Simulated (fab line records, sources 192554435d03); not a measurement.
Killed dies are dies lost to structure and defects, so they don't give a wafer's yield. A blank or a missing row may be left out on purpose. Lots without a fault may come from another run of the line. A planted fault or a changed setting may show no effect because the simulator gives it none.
fab line records | flow n5_finfet
record lots=24 wafers=72 last_day=19
route steps=1938 shown BEOL_M2@905 BEOL_M3@974
lots that met no fault: from a run of the same line without faults
start_h: hours from the record's first day to the start of the lot's first wafer shown | wait_h: hours since the lot's step before | " the same as in the row above | L1.1+2: a row that stands for several wafers | - no value, or no start given | * or withheld: withheld | < > ~ a bound
route shown NAME@n: a module of which the file shows steps, and the number in the route of the first | usual: mean/standard deviation of fault-free wafers | same: alike in all rows | chamber/n: place in a boat | sites: the reading at each site | _std_site: their standard deviation | _edge_site: outer sites' mean less inner sites' | radius_mm: how far each site lies from the wafer's centre | mask NAME#n: copy n | behind: the tool/chamber that last shaped the wafer | hold: why the lot was held/for how many hours/how that ended | device: the transistor (n, p or np) that didn't switch | end of line: the same wafers' tests at the end of the route | a step without rows: its recipe alone | killed: dies lost to structure and defects at the first sort, not the wafer's yield | map: a wafer's dies, x killed, . not, _ none there
set.NAME: the setting as run; set.NAME@STEP: as run at that earlier step | model.NAME: the simulator's own value behind a step, which no gauge read
steps of the route over a sample of lots; a table a step, a row a wafer
services: from which hour (start_h, from the record's first day; less than 0 if before it) a tool's chamber was out of use, for how many hours, and why
## steps
# step N5_BEOL_M2_ANNEAL_49
# recipe temp_c=400 time_s=240 ambient=vacuum
# usual heater_power_w=854/120
# columns lot.wafer tool chamber start_h wait_h heater_power_w
L074.2 pvd_sputter-01 - 167.39 0.0 748
L074.4 " - " " 756
L074.5 " - " " 854
L075.1 pvd_sputter-03 - 172.21 0.0 799
L075.3 " - " " 886
L075.5 " - " " 782
L078.1 pvd_sputter-01 - 172.61 0.0 759
L078.2 " - " " 880
L078.6 " - " " 1110
L076.1 pvd_sputter-02 - 172.72 0.0 705
L076.2 " - " " 896
L076.6 " - " " 776
L077.2 pvd_sputter-03 - 176.11 0.0 884
L077.3 " - " " 789
L077.4 " - " " 741
L080.1 pvd_sputter-01 - 176.82 0.0 1116
L080.2 " - " " 856
L080.6 " - " " 876
L079.3 pvd_sputter-03 - 177.95 0.0 791
L079.4 " - " " 906
L079.6 " - " " 891
L081.2 pvd_sputter-02 - 179.30 0.0 993
L081.3 " - " " 779
L081.5 " - " " 1015
L082.2 pvd_sputter-02 - 189.12 0.0 1018
L082.5 " - " " 773
L082.6 " - " " 898
L083.1 pvd_sputter-02 - 195.28 0.0 898
L083.2 " - " " 996
L083.3 " - " " 782
L084.1 pvd_sputter-01 - 205.73 0.0 1123
L084.3 " - " " 876
L084.6 " - " " 773
L085.1 pvd_sputter-03 - 217.34 0.0 761
L085.2 " - " " 865
L085.6 " - " " 783
L086.4 pvd_sputter-02 - 223.34 0.0 695
L086.5 " - " " 896
L086.6 " - " " 1036
L088.2 pvd_sputter-03 - 236.04 0.0 772
L088.3 " - " " 765
L088.6 " - " " 781
L087.1 pvd_sputter-02 - 239.40 0.0 883
L087.3 " - " " 991
L087.5 " - " " 767
L089.3 pvd_sputter-01 - 239.45 0.0 1135
L089.4 " - " " 758
L089.6 " - " " 914
L090.1 pvd_sputter-02 - 241.46 0.0 870
L090.4 " - " " 682
L090.6 " - " " 709
L092.1 pvd_sputter-01 - 242.79 0.0 861
L092.4 " - " " 870
L092.5 " - " " 746
L091.1 pvd_sputter-02 - 244.72 0.0 698
L091.3 " - " " 975
L091.4 " - " " 777
L093.1 pvd_sputter-03 - 253.94 0.0 739
L093.4 " - " " 873
L093.5 " - " " 758
L094.2 pvd_sputter-01 - 257.26 0.0 1134
L094.5 " - " " 860
L094.6 " - " " 1139
L096.4 pvd_sputter-02 - 269.75 0.0 701
L096.5 " - " " 707
L096.6 " - " " 1048
L095.1 pvd_sputter-02 - 283.17 0.0 1006
L095.3 " - " " 709
L095.4 " - " " 778
L097.1 pvd_sputter-01 - 294.48 0.0 895
L097.2 " - " " 762
L097.5 " - " " 1124
# step N5_BEOL_M2_CMP_52
# recipe stop_on=SiOC t_overpolish_s=6.8 down_force_psi=1 platen_rpm=50 clearing_platen_down_force_psi=1.5 clearing_platen_rpm=50 post_cmp_clean=cu_alkaline target_thk_nm=40 clearing_platen_pad_velocity_m_s=0.99484 pad_velocity_m_s=0.99484
# usual barrier_field_endpoint_s=24.8/0.68 motor_current_A=6.2/0.59 overpolish_run_s=6.801/0.01 time_to_endpoint_s=64/3.7
# columns lot.wafer tool chamber start_h wait_h barrier_field_endpoint_s motor_current_A overpolish_run_s time_to_endpoint_s
L074.4 cmp-02 3 169.60 0.2 25.3 5.2 6.790 68
L074.2 " 0 " " 23.9 5.9 6.799 57
L074.5 " 3 " " 25.4 5.2 6.803 68
L075.1 cmp-02 0 174.38 0.3 23.8 5.8 6.804 57
L075.3 " 1 " " 24.6 6.9 6.792 67
L075.5 " 1 " " 25.7 6.6 6.814 64
L078.1 cmp-02 2 174.80 0.3 23.6 6.5 6.814 64
L078.2 " 3 " " 24.0 5.4 6.815 70
L078.6 " 3 " " 25.2 5.4 6.795 70
L076.2 cmp-01 0 174.98 0.2 25.7 5.9 6.821 66
L076.1 " 3 " " 24.9 6.0 6.801 64
L076.6 " 0 " " 25.8 5.8 6.787 65
L077.3 cmp-03 3 178.28 0.2 23.9 5.5 6.797 56
L077.2 " 0 " " 24.1 5.3 6.800 56
L077.4 " 1 " " 24.8 7.5 6.787 56
L080.2 cmp-02 1 179.01 0.2 25.1 7.0 6.798 65
L080.1 " 0 " " 23.7 6.1 6.786 57
L080.6 " 1 " " 25.5 7.2 6.801 64
L079.3 cmp-02 1 180.45 0.3 25.1 6.5 6.809 65
L079.4 " 3 " " 25.7 5.0 6.802 69
L079.6 " 0 " " 23.8 6.1 6.789 57
L081.3 cmp-02 3 181.49 0.2 25.7 5.3 6.796 71
L081.2 " 0 " " 23.4 6.0 6.812 60
L081.5 " 3 " " 25.2 5.1 6.813 67
L082.2 cmp-02 1 191.43 0.2 25.0 7.5 6.806 65
L082.5 " 1 " " 25.7 6.4 6.781 65
L082.6 " 2 " " 25.6 6.8 6.794 68
L083.1 cmp-01 0 197.47 0.3 24.8 5.8 6.797 67
L083.3 " 1 " " 24.9 6.7 6.809 66
L083.2 " 3 " " 23.9 6.0 6.803 63
L084.3 cmp-02 2 207.94 0.2 25.4 6.9 6.804 66
L084.1 " 0 " " 24.2 6.0 6.811 58
L084.6 " 2 " " 25.3 6.4 6.806 65
L085.1 cmp-02 2 219.76 0.3 24.8 6.7 6.776 65
L085.2 " 3 " " 25.3 5.6 6.782 64
L085.6 " 3 " " 25.5 4.9 6.790 66
L086.4 cmp-02 2 225.55 0.2 24.4 6.5 6.810 67
L086.5 " 1 " " 25.1 6.4 6.808 65
L086.6 " 2 " " 24.7 6.5 6.792 66
L088.2 cmp-02 3 238.25 0.2 24.6 5.3 6.804 70
L088.3 " 0 " " 23.7 5.9 6.790 61
L088.6 " 3 " " 24.6 5.1 6.812 65
L087.3 cmp-01 2 241.65 0.2 24.3 6.4 6.806 57
L087.1 " 3 " " 24.4 6.2 6.813 63
L087.5 " 0 " " 26.0 5.6 6.799 64
L089.3 cmp-01 1 241.83 0.4 25.3 5.9 6.790 66
L089.4 " 3 " " 24.5 6.1 6.796 64
L089.6 " 1 " " 25.6 6.4 6.789 65
L090.1 cmp-01 2 243.63 0.3 24.6 6.4 6.818 62
L090.4 " 0 " " 25.2 6.3 6.814 66
L090.6 " 3 " " 24.9 5.9 6.816 61
L092.4 cmp-02 3 245.53 0.1 25.2 5.2 6.816 67
L092.1 " 1 " " 24.5 6.9 6.801 65
L092.5 " 0 " " 23.1 5.8 6.798 56
L091.1 cmp-02 0 247.04 0.3 23.8 6.1 6.816 56
L091.4 " 1 " " 25.0 7.3 6.795 64
L091.3 " 3 " " 26.0 5.6 6.813 66
L093.1 cmp-02 1 256.11 0.3 24.4 7.3 6.803 62
L093.4 " 2 " " 24.8 6.7 6.811 65
L093.5 " 1 " " 25.1 7.0 6.820 63
L094.2 cmp-01 1 259.84 0.2 24.8 6.3 6.800 64
L094.6 " 1 " " 25.1 6.3 6.796 65
L094.5 " 2 " " 25.1 6.4 6.819 61
L096.4 cmp-03 3 271.92 0.1 24.4 5.4 6.798 60
L096.5 " 3 " " 23.3 5.4 6.793 57
L096.6 " 0 " " 23.6 5.7 6.811 60
L095.1 cmp-01 2 285.35 0.3 24.9 6.1 6.778 62
L095.3 " 3 " " 24.6 6.2 6.798 64
L095.4 " 1 " " 26.0 6.8 6.798 67
L097.2 cmp-02 0 296.69 0.2 24.0 5.8 6.805 57
L097.1 " 1 " " 24.6 6.9 6.790 65
L097.5 " 3 " " 25.0 5.2 6.793 63
# step N5_BEOL_M2_CO_CAP_55
# recipe material=Co target_thk_a=20 temp_c=200 precursor=CCTBA/H2 pressure_torr=30 time_s=102.1
# usual heater_power_w=253/12
# columns lot.wafer tool chamber start_h wait_h heater_power_w
L074.2 cvd_co-02 0 169.94 0.0 246
L074.4 " 1 " " 257
L074.5 " 0 " " 246
L075.1 cvd_co-01 0 174.75 0.0 270
L075.3 " 1 " " 245
L075.5 " 1 " " 253
L078.1 cvd_co-01 2 175.17 0.0 246
L078.2 " 1 " " 244
L078.6 " 1 " " 243
L076.1 cvd_co-02 0 175.35 0.0 240
L076.2 " 1 " " 250
L076.6 " 1 " " 253
L077.2 cvd_co-02 0 178.65 0.0 246
L077.3 " 1 " " 258
L077.4 " 2 " " 250
L080.1 cvd_co-01 2 179.38 0.0 248
L080.2 " 0 " " 279
L080.6 " 0 " " 274
L079.3 cvd_co-02 1 180.78 0.0 255
L079.4 " 2 " " 247
L079.6 " 0 " " 244
L081.2 cvd_co-01 1 181.86 0.0 250
L081.3 " 0 " " 273
L081.5 " 2 " " 250
L082.2 cvd_co-01 0 191.80 0.0 279
L082.5 " 1 " " 238
L082.6 " 0 " " 270
L083.1 cvd_co-01 2 197.84 0.0 249
L083.2 " 1 " " 238
L083.3 " 0 " " 273
L084.1 cvd_co-01 0 208.28 0.0 274
L084.3 " 1 " " 251
L084.6 " 2 " " 246
L085.1 cvd_co-01 0 220.13 0.0 277
L085.2 " 1 " " 253
L085.6 " 0 " " 283
L086.4 cvd_co-02 2 225.92 0.0 246
L086.5 " 0 " " 245
L086.6 " 1 " " 255
L088.2 cvd_co-02 2 238.59 0.0 251
L088.3 " 1 " " 257
L088.6 " 0 " " 241
L087.1 cvd_co-01 2 241.94 0.0 252
L087.3 " 1 " " 245
L087.5 " 0 " " 275
L089.3 cvd_co-02 0 242.17 0.0 247
L089.4 " 2 " " 255
L089.6 " 1 " " 248
L090.1 cvd_co-02 0 244.00 0.0 240
L090.4 " 2 " " 248
L090.6 " 1 " " 252
L092.1 cvd_co-01 1 245.90 0.0 238
L092.4 " 0 " " 276
L092.5 " 1 " " 247
L091.1 cvd_co-01 1 247.41 0.0 253
L091.3 " 2 " " 242
L091.4 " 2 " " 248
L093.1 cvd_co-01 0 256.49 0.0 287
L093.4 " 1 " " 250
L093.5 " 2 " " 245
L094.2 cvd_co-01 0 260.25 0.0 283
L094.5 " 2 " " 249
L094.6 " 1 " " 243
L096.4 cvd_co-02 2 272.35 0.1 254
L096.5 " 2 " " 252
L096.6 " 0 " " 239
L095.1 cvd_co-02 2 285.72 0.0 255
L095.3 " 0 " " 242
L095.4 " 1 " " 257
L097.1 cvd_co-02 1 297.05 0.0 252
L097.2 " 0 " " 245
L097.5 " 1 " " 254
# step N5_BEOL_M3_ETCH_70
# recipe chemistry=N2/H2 target=SOC target_depth_a=800 overetch_a=160 mask_material=SiARC temp_c=40 time_s=120 ion_energy_ev=200 pressure_mtorr=30 source_w=840 bias_w=150 n2_flow_sccm=200 h2_flow_sccm=200
# usual drypump_motor_current_A=5.6/0.44 oes_product_au=0.61/0.071 rf_vpp_V=524.7/2.3 showerhead_plenum_p_Torr=2.58/0.082 throttle_valve_pct=17.9/0.34
# columns lot.wafer tool chamber start_h wait_h drypump_motor_current_A oes_product_au rf_hours_counter_h rf_vpp_V showerhead_plenum_p_Torr throttle_valve_pct
L074.2 rie_diel-05 0 174.08 0.0 6.5 0.55 190 527.3 2.62 18.1
L074.4 " 1 " " 5.5 0.54 208 523.2 2.54 18.0
L074.5 " 2 " " 5.8 0.71 - 520.9 2.50 17.5
L075.1 rie_diel-02 3 177.66 0.0 5.4 0.68 31 527.5 2.72 17.7
L075.3 " 2 " " 5.7 0.53 242 523.8 2.50 18.2
L075.5 " 0 " " 6.0 0.57 - 522.7 2.52 18.0
L078.1 rie_diel-02 0 181.05 0.0 6.1 0.57 187 524.0 2.52 18.0
L078.2 " 3 " " 5.4 0.67 32 527.7 2.72 17.7
L078.6 " 1 " " 5.9 0.56 - 526.7 2.66 18.3
L076.1 rie_diel-05 1 181.11 0.0 5.5 0.54 211 522.5 2.54 18.0
L076.2 " 0 " " 6.5 0.55 193 526.2 2.62 18.1
L076.6 " 0 " " 6.4 0.56 - 525.1 2.62 18.1
L077.2 rie_diel-02 3 183.75 0.0 5.4 0.68 33 527.7 2.72 17.7
L077.3 " 1 " " 5.8 0.56 181 524.9 2.66 18.2
L077.4 " 2 " " 5.7 0.53 245 521.1 2.50 18.2
L080.1 rie_diel-04 1 183.78 0.0 6.2 0.52 234 521.4 2.41 18.1
L080.2 " 2 " " 4.9 0.61 87 524.1 2.58 17.7
L080.6 " 1 " " 6.2 0.52 - 521.0 2.41 18.1
L079.3 rie_diel-05 0 183.96 0.0 6.5 0.55 193 526.0 2.62 18.1
L079.4 " 1 " " 5.5 0.54 211 524.1 2.54 18.0
L079.6 " 3 " " 5.3 0.52 - 520.9 2.53 18.4
L081.2 rie_diel-04 0 187.53 0.0 5.2 0.72 13 528.8 2.68 17.1
L081.3 " 3 " " 5.0 0.68 30 524.3 2.59 17.3
L081.5 " 3 " " 5.0 0.67 - 525.5 2.59 17.3
L083.1 rie_diel-02 0 207.04 0.0 6.0 0.56 195 522.5 2.52 18.0
L083.2 " 3 " " 5.4 0.67 40 526.7 2.72 17.8
L083.3 " 1 " " 5.8 0.56 187 526.6 2.65 18.3
L082.2 rie_diel-05 1 207.18 0.0 5.5 0.53 217 524.3 2.54 18.1
L082.5 " 3 " " 5.2 0.52 - 522.8 2.52 18.4
L082.6 " 1 " " 5.5 0.54 - 523.9 2.54 18.0
L084.1 rie_diel-02 1 218.59 0.0 5.9 0.56 192 525.9 2.65 18.3
L084.3 " 0 " " 6.0 0.56 200 524.7 2.52 18.0
L084.6 " 0 " " 6.0 0.56 - 524.5 2.52 18.0
L085.1 rie_diel-02 1 230.93 0.0 5.9 0.55 195 526.2 2.65 18.3
L085.2 " 2 " " 5.7 0.75 1 523.0 2.50 17.8
L085.6 " 2 " " 5.7 0.74 - 523.0 2.50 17.8
L086.4 rie_diel-02 3 234.78 0.0 5.4 0.66 50 529.5 2.71 17.8
L086.5 " 0 " " 6.1 0.55 - 523.4 2.52 18.0
L086.6 " 3 " " 5.4 0.66 - 528.9 2.71 17.8
L088.2 rie_diel-04 1 241.41 0.0 6.2 0.51 248 518.8 2.40 18.1
L088.3 " 3 " " 5.0 0.66 45 526.4 2.58 17.4
L088.6 " 2 " " 4.9 0.61 - 526.4 2.57 17.7
L087.1 rie_diel-04 2 252.23 0.0 4.9 0.61 106 524.8 2.57 17.7
L087.3 " 3 " " 5.0 0.66 48 525.0 2.58 17.4
L087.5 " 2 " " 4.9 0.60 - 525.0 2.57 17.7
L092.1 rie_diel-02 3 252.23 0.0 5.4 0.66 55 527.9 2.71 17.8
L092.4 " 0 " " 6.0 0.56 - 523.4 2.51 18.1
L092.5 " 3 " " 5.4 0.66 - 529.2 2.71 17.8
L089.3 rie_diel-05 1 252.35 0.0 5.5 0.53 233 522.3 2.53 18.1
L089.4 " 2 " " 5.8 0.68 41 523.2 2.49 17.5
L089.6 " 3 " " 5.3 0.75 - 522.5 2.52 18.0
L090.1 rie_diel-02 2 259.02 0.0 5.7 0.72 6 524.0 2.50 17.8
L090.4 " 3 " " 5.4 0.65 58 527.3 2.71 17.8
L090.6 " 1 " " 5.9 0.54 - 525.8 2.65 18.3
L091.1 rie_diel-04 0 259.50 0.0 5.3 0.69 32 528.0 2.67 17.2
L091.3 " 3 " " 5.0 0.65 51 525.8 2.58 17.4
L091.4 " 3 " " 5.0 0.66 - 524.2 2.58 17.4
L093.1 rie_diel-05 1 266.74 0.0 5.5 0.53 237 524.2 2.53 18.1
L093.4 " 0 " " 6.5 0.54 218 526.9 2.61 18.2
L093.5 " 3 " " 5.3 0.72 - 523.0 2.52 18.0
L094.2 rie_diel-04 0 267.62 0.0 5.3 0.68 35 526.9 2.67 17.2
L094.5 " 3 " " 5.0 0.65 - 524.8 2.58 17.4
L094.6 " 0 " " 5.2 0.68 - 528.5 2.67 17.2
L096.4 rie_diel-02 1 286.09 0.0 5.8 0.55 213 526.5 2.64 18.3
L096.5 " 1 " " 5.8 0.54 - 525.7 2.64 18.3
L096.6 " 2 " " 5.7 0.71 - 523.3 2.50 17.8
L095.1 rie_diel-02 1 296.68 0.0 5.9 0.54 217 525.3 2.64 18.3
L095.3 " 3 " " 5.4 0.63 70 528.3 2.70 17.8
L095.4 " 2 " " 5.6 0.70 16 522.2 2.49 17.8
L097.1 rie_diel-04 3 305.39 0.0 5.0 0.64 67 523.7 2.57 17.4
L097.2 " 2 " " 4.9 0.59 126 523.5 2.56 17.8
L097.5 " 3 " " 5.0 0.64 - 524.8 2.57 17.4
# step N5_BEOL_M3_PRE_CLEAN_45
# recipe gas=H2/He time_s=30 temp_c=250
# usual heater_power_w=342/48
# columns lot.wafer tool chamber start_h wait_h heater_power_w
L074.2 pvd_sputter-01 - 175.43 0.0 297
L074.4 " - " " 349
L074.5 " - " " 453
L075.1 pvd_sputter-01 - 178.62 0.0 440
L075.3 " - " " 309
L075.5 " - " " 308
L078.1 pvd_sputter-03 - 181.65 0.0 327
L078.2 " - " " 306
L078.6 " - " " 349
L076.1 pvd_sputter-01 - 181.75 0.0 351
L076.2 " - " " 458
L076.6 " - " " 347
L077.2 pvd_sputter-03 - 184.57 0.0 319
L077.3 " - " " 357
L077.4 " - " " 321
L080.1 pvd_sputter-01 - 184.62 0.0 470
L080.2 " - " " 342
L080.6 " - " " 344
L079.3 pvd_sputter-03 - 184.81 0.0 360
L079.4 " - " " 317
L079.6 " - " " 316
L081.2 pvd_sputter-01 - 188.50 0.0 460
L081.3 " - " " 302
L081.5 " - " " 437
L083.1 pvd_sputter-03 - 207.89 0.0 313
L083.2 " - " " 303
L083.3 " - " " 310
L082.2 pvd_sputter-02 - 208.09 0.0 406
L082.5 " - " " 354
L082.6 " - " " 300
L084.1 pvd_sputter-03 - 219.68 0.0 311
L084.3 " - " " 296
L084.6 " - " " 358
L085.1 pvd_sputter-02 - 231.83 0.0 280
L085.2 " - " " 308
L085.6 " - " " 281
L086.4 pvd_sputter-03 - 235.53 0.0 297
L086.5 " - " " 305
L086.6 " - " " 320
L088.2 pvd_sputter-01 - 242.19 0.0 342
L088.3 " - " " 451
L088.6 " - " " 303
L092.1 pvd_sputter-03 - 253.15 0.0 323
L092.4 " - " " 299
L092.5 " - " " 301
L087.1 pvd_sputter-01 - 253.15 0.0 359
L087.3 " - " " 346
L087.5 " - " " 347
L089.3 pvd_sputter-03 - 253.23 0.0 316
L089.4 " - " " 293
L089.6 " - " " 323
L090.1 pvd_sputter-01 - 259.80 0.0 443
L090.4 " - " " 354
L090.6 " - " " 358
L091.1 pvd_sputter-01 - 260.62 0.0 358
L091.3 " - " " 310
L091.4 " - " " 451
L093.1 pvd_sputter-01 - 268.29 0.0 299
L093.4 " - " " 446
L093.5 " - " " 341
L094.2 pvd_sputter-02 - 268.47 0.0 282
L094.5 " - " " 282
L094.6 " - " " 305
L096.4 pvd_sputter-02 - 287.41 0.0 314
L096.5 " - " " 277
L096.6 " - " " 307
L095.1 pvd_sputter-02 - 297.28 0.0 362
L095.3 " - " " 304
L095.4 " - " " 285
L097.1 pvd_sputter-02 - 306.10 0.0 364
L097.2 " - " " 280
L097.5 " - " " 398
# step N5_BEOL_M3_ALD_84
# recipe material=TaN target_thk_a=* temp_c=275 ald_precursor_family=PDMAT ald_co_reactant=NH3 pressure_torr=3 carrier_flow_sccm=1500 pulse_time_s=2 purge_time_s=3 co_reactant_purge_time_s=2 co_reactant_pulse_time_s=3 ald_cycles=30 precursor_vessel_temp_c=75 precursor_vessel_pressure_torr=26.25 precursor_vessel_carrier_sccm=1000
# usual heater_power_w=445/55
# columns lot.wafer tool chamber start_h wait_h heater_power_w
L074.2 ald_metal-02 0 175.51 0.1 505
L074.4 " 1 " " 548
L074.5 " 1 " " 553
L075.1 ald_metal-04 3 178.68 0.0 425
L075.3 " 0 " " 388
L075.5 " 1 " " 436
L078.1 ald_metal-02 2 181.71 0.0 427
L078.2 " 0 " " 502
L078.6 " 1 " " 553
L076.1 ald_metal-04 0 181.86 0.1 386
L076.2 " 3 " " 423
L076.6 " 0 " " 390
L077.2 ald_metal-02 2 184.65 0.1 410
L077.3 " 3 " " 387
L077.4 " 1 " " 551
L080.1 ald_metal-01 1 184.68 0.0 446
L080.2 " 3 " " 395
L080.6 " 2 " " 441
L079.3 ald_metal-02 3 184.87 0.0 387
L079.4 " 0 " " 496
L079.6 " 1 " " 555
L081.2 ald_metal-04 0 188.60 0.1 389
L081.3 " 3 " " 428
L081.5 " 1 " " 443
L083.1 ald_metal-04 0 207.95 0.0 388
L083.2 " 2 " " 475
L083.3 " 1 " " 451
L082.2 ald_metal-02 3 208.15 0.0 383
L082.5 " 3 " " 385
L082.6 " 2 " " 420
L084.1 ald_metal-02 0 219.76 0.1 497
L084.3 " 3 " " 388
L084.6 " 0 " " 508
L085.1 ald_metal-02 1 231.93 0.1 535
L085.2 " 0 " " 499
L085.6 " 3 " " 385
L086.4 ald_metal-01 2 235.59 0.0 450
L086.5 " 3 " " 397
L086.6 " 2 " " 444
L088.2 ald_metal-02 0 242.25 0.0 495
L088.3 " 1 " " 539
L088.6 " 2 " " 392
L092.1 ald_metal-02 1 253.40 0.2 556
L092.4 " 0 " " 492
L092.5 " 2 " " 410
L087.1 ald_metal-01 1 253.44 0.3 451
L087.3 " 2 " " 447
L087.5 " 3 " " 402
L089.3 ald_metal-02 1 253.60 0.3 559
L089.4 " 3 " " 385
L089.6 " 0 " " 495
L090.1 ald_metal-02 3 259.89 0.1 375
L090.4 " 1 " " 554
L090.6 " 2 " " 414
L091.1 ald_metal-04 1 260.91 0.3 445
L091.3 " 0 " " 390
L091.4 " 2 " " 464
L093.1 ald_metal-01 0 268.35 0.0 388
L093.4 " 3 " " 401
L093.5 " 1 " " 434
L094.2 ald_metal-02 0 268.55 0.1 499
L094.5 " 0 " " 489
L094.6 " 3 " " 378
L096.4 ald_metal-02 3 287.47 0.0 398
L096.5 " 1 " " 528
L096.6 " 2 " " 413
L095.1 ald_metal-01 0 297.34 0.0 389
L095.3 " 2 " " 438
L095.4 " 3 " " 394
L097.1 ald_metal-04 3 306.20 0.1 422
L097.2 " 0 " " 391
L097.5 " 2 " " 468
## services
# columns tool chamber start_h hours kind
cmp-02 - 143.49 11.0 pm
cvd_co-01 - 149.56 6.8 repair
pvd_sputter-02 - 152.82 8.3 repair
cmp-01 - 162.61 1.0 repair
cvd_co-02 2 162.97 6.2 repair
rie_diel-02 2 167.26 2.7 repair
rie_diel-04 3 171.42 1.6 repair
cmp-01 - 173.77 0.7 repair
cmp-01 - 177.34 6.2 pm
rie_diel-04 1 190.80 1.3 repair
cvd_co-01 - 193.17 1.1 repair
cmp-01 - 198.41 2.6 repair
ald_metal-01 - 206.61 2.8 pm
rie_diel-05 - 229.87 0.2 repair
cmp-01 - 231.61 2.1 repair
ald_metal-01 - 245.27 1.1 repair
cmp-02 - 258.41 2.0 repair
cvd_co-02 1 261.07 15.9 repair
cmp-02 - 262.26 0.8 repair
cvd_co-01 - 265.49 1.7 repair
rie_diel-02 2 266.68 5.1 repair
cvd_co-02 2 291.02 36.6 repair
cmp-01 - 294.23 3.9 repair
cmp-01 - 298.98 4.0 pm
## key
fault none
